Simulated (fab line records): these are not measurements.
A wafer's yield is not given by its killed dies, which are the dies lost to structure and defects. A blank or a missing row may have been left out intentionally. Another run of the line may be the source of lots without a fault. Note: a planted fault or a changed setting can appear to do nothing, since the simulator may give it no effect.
Which tool did it?    flow nand harc    Sampling: 11 lots, 33 wafers, 6 of 1159 route steps

WHAT THE GAUGES READ, wafer by wafer
NHARC_A_CONTACT_CD_MEAS_42 targets a cd of 200 nm.
lot   measured      on         cd nm (nm)
L763  day 16 05:20  cd sem-02  200.5 200.7 200.6
L769  day 17 16:08  cd sem-01  200.3 200.0 199.9
L770  day 18 04:07  cd sem-02  200.2 200.4 199.9
L776  day 19 10:25  cd sem-02  188.7 188.6 188.0 188.9 188.1 187.9
L777  day 19 13:39  cd sem-01  190.9 191.3 190.2 190.8 190.7 190.1
L775  day 19 15:14  cd sem-03  200.2 200.0 199.8
L778  day 20 00:57  cd sem-02  192.6 191.9 191.8 192.0 191.5 192.0
L779  day 20 05:17  cd sem-01  193.5 192.5 192.3 193.8 192.8 192.3
L781  day 20 17:55  cd sem-03  199.5 200.0 199.9
L782  day 21 00:15  cd sem-03  200.1 200.2 200.0
L785  day 21 17:16  cd sem-03  199.6 200.3 199.8

NHARC_END_SORT_01.
lot   measured      on         killed at array  killed at other  killed at periphery  killed dies  killed open  killed short
L776  day 22 23:31  prober-01  35 43 40         0 0 0            1 1 0                36 44 40     3 2 2        1 2 1
L777  day 23 08:31  prober-01  42 38 42         1 0 0            2 2 2                45 40 44     4 2 5        2 4 1
L778  day 23 06:05  prober-02  15 9 13          0 0 1            2 6 2                17 15 16     7 1 2        2 2 3
L779  day 23 10:05  prober-01  26 23 21         0 3 2            2 3 3                28 29 26     3 2 3        1 4 2

WHICH TOOL RAN EACH LOT (tool, then ch and the chambers of the sampled wafers, then the start)
lot   NHARC_A_WL_FILL_CMP_12         NHARC_A_CONTACT_DEP_24           NHARC_A_CONTACT_EXPOSE_39           NHARC_A_CONTACT_ETCH_111
L763  cmp-04 ch 1,2, day 16 00:52    pecvd-02 ch 0,1,2, day 16 01:32  arfi scanner-03 ch 0, day 16 05:12  har cap etch-01 ch 0,1, day 16 10:34
L769  cmp-01 ch 0,1,2, day 17 12:15  pecvd-04 ch 0,1, day 17 12:46    arfi scanner-03 ch 0, day 17 16:00  har cap etch-03 ch 0,1, day 17 17:37
L770  cmp-03 ch 1,2, day 18 00:02    pecvd-04 ch 0,1,2, day 18 00:43  arfi scanner-03 ch 0, day 18 03:58  har cap etch-02 ch 0,1, day 18 05:35
L776  cmp-04 ch 0,3, day 19 06:19    pecvd-01 ch 0,1, day 19 06:51    arfi scanner-03 ch 0, day 19 10:17  har cap etch-01 ch 0,1, day 19 13:49
L777  cmp-03 ch 0,1,3, day 19 08:46  pecvd-01 ch 0,1,2, day 19 09:19  arfi scanner-03 ch 0, day 19 13:31  har cap etch-01 ch 0,1, day 19 17:15
L775  cmp-03 ch 0,2, day 19 11:08    pecvd-04 ch 0,1, day 19 11:43    arfi scanner-02 ch 0, day 19 15:05  har cap etch-03 ch 0,1, day 19 16:46
L778  cmp-04 ch 1,2, day 19 20:50    pecvd-02 ch 1,2, day 19 21:31    arfi scanner-03 ch 0, day 20 00:49  har cap etch-02 ch 0,1, day 20 05:40
L779  cmp-03 ch 2,3, day 20 01:14    pecvd-02 ch 0,1,2, day 20 01:44  arfi scanner-03 ch 0, day 20 05:08  har cap etch-02 ch 0,1, day 20 08:11
L781  cmp-04 ch 1,2,3, day 20 11:51  pecvd-02 ch 1,2, day 20 12:20    arfi scanner-01 ch 0, day 20 17:46  har cap etch-01 ch 0,1, day 20 19:25
L782  cmp-03 ch 0,2,3, day 20 20:07  pecvd-02 ch 1,2, day 20 20:45    arfi scanner-02 ch 0, day 21 00:07  har cap etch-01 ch 0,1, day 21 01:46
L785  cmp-03 ch 0,2,3, day 21 13:22  pecvd-02 ch 0,1,2, day 21 13:55  arfi scanner-01 ch 0, day 21 17:07  har cap etch-02 ch 0,1, day 21 18:43
- NHARC_A_WL_FILL_CMP_12: polishes, t overpolish 30 s, target thk 75 nm.
- NHARC_A_CONTACT_DEP_24: deposits SiO2, target thk 500 nm.
- NHARC_A_CONTACT_EXPOSE_39: exposes mask A CC 3.
- NHARC_A_CONTACT_ETCH_111: etches the open film in C4F8/O2/Ar, time 140 s, target depth 700 nm.

WHAT THE TOOLS THEMSELVES READ (means of the sampled wafers that have a number; where no wafer has one, the mark that the record gives instead)
NHARC_A_WL_FILL_CMP_12.
lot   tool    motor current A (A)  overpolish run s (s)  retaining ring pressure frac  time to endpoint s (s)
L763  cmp-04  12.6                 29.996                1.000                         12.5
L769  cmp-01  11.5                 30.008                1.000                         18.7
L770  cmp-03  13.6                 30.001                1.002                         12.7
L776  cmp-04  12.5                 30.006                0.998                         14.7
L777  cmp-03  12.9                 30.017                1.001                         13.3
L775  cmp-03  14.3                 30.001                0.999                         11.9
L778  cmp-04  11.6                 29.996                1.000                         14.9
L779  cmp-03  13.2                 30.002                0.997                         16.3
L781  cmp-04  12.2                 29.995                0.996                         14.5
L782  cmp-03  13.0                 29.996                1.006                         14.1
L785  cmp-03  13.6                 30.006                1.001                         16.6

NHARC_A_CONTACT_DEP_24.
lot   tool      chamber pressure Torr (Torr)  heater power w (W)  susceptor temp C (C)  throttle valve pct (%)
L763  pecvd-02  6.502                         593                 399.79                15.4
L769  pecvd-04  6.508                         579                 399.94                16.2
L770  pecvd-04  6.501                         537                 400.15                16.3
L776  pecvd-01  6.510                         518                 399.78                16.0
L777  pecvd-01  6.501                         487                 400.10                16.2
L775  pecvd-04  6.505                         519                 400.12                16.1
L778  pecvd-02  6.501                         621                 400.10                15.5
L779  pecvd-02  6.496                         597                 399.94                15.5
L781  pecvd-02  6.497                         538                 399.98                15.5
L782  pecvd-02  6.493                         581                 399.86                15.6
L785  pecvd-02  6.499                         635                 399.79                15.4

NHARC_A_CONTACT_EXPOSE_39.
lot   tool             exposure dose mJ cm2  stage vel mm s (mm/s)
L763  arfi scanner-03  58.8                  499.90
L769  arfi scanner-03  58.8                  499.69
L770  arfi scanner-03  58.8                  500.09
L776  arfi scanner-03  43.5                  500.20
L777  arfi scanner-03  46.6                  500.00
L775  arfi scanner-02  58.8                  499.87
L778  arfi scanner-03  49.0                  500.37
L779  arfi scanner-03  49.4                  500.02
L781  arfi scanner-01  60.0                  500.21
L782  arfi scanner-02  58.7                  499.95
L785  arfi scanner-01  59.9                  500.14

NHARC_A_CONTACT_ETCH_111.
lot   tool             oes air line au (a.u.)
L763  har cap etch-01  1.006
L769  har cap etch-03  1.011
L770  har cap etch-02  0.993
L776  har cap etch-01  1.012
L777  har cap etch-01  1.019
L775  har cap etch-03  1.005
L778  har cap etch-02  1.015
L779  har cap etch-02  0.996
L781  har cap etch-01  1.004
L782  har cap etch-01  0.996
L785  har cap etch-02  1.014

THE ANSWER, worked out from the rows above alone
Rule: the usual values come from the lots themselves. The widest of any qualifying gaps counts: lots, ordered by their means at a reading, are off when they make up no more than a third of the lots, leave a main group of 4 or more, and stand apart from it by 3 or more times the standard deviation of that group's means. A main group is skipped when, at the precision printed for the reading in the tables above, its means are all equal. Also off: a lot with no number at a reading for which 4 or more lots have one. Any other lot the step has rows for is counted as sound. Order of review: gauges by route order, followed by the tools' own readings, for which a lot's mean as printed above is used. At the first step where some lot is off, the reading lying furthest off is the one used; lots without a number count as furthest.
Nothing can be told from this: no lot is off at any reading shown.

WHAT THE SIMULATOR PUT IN
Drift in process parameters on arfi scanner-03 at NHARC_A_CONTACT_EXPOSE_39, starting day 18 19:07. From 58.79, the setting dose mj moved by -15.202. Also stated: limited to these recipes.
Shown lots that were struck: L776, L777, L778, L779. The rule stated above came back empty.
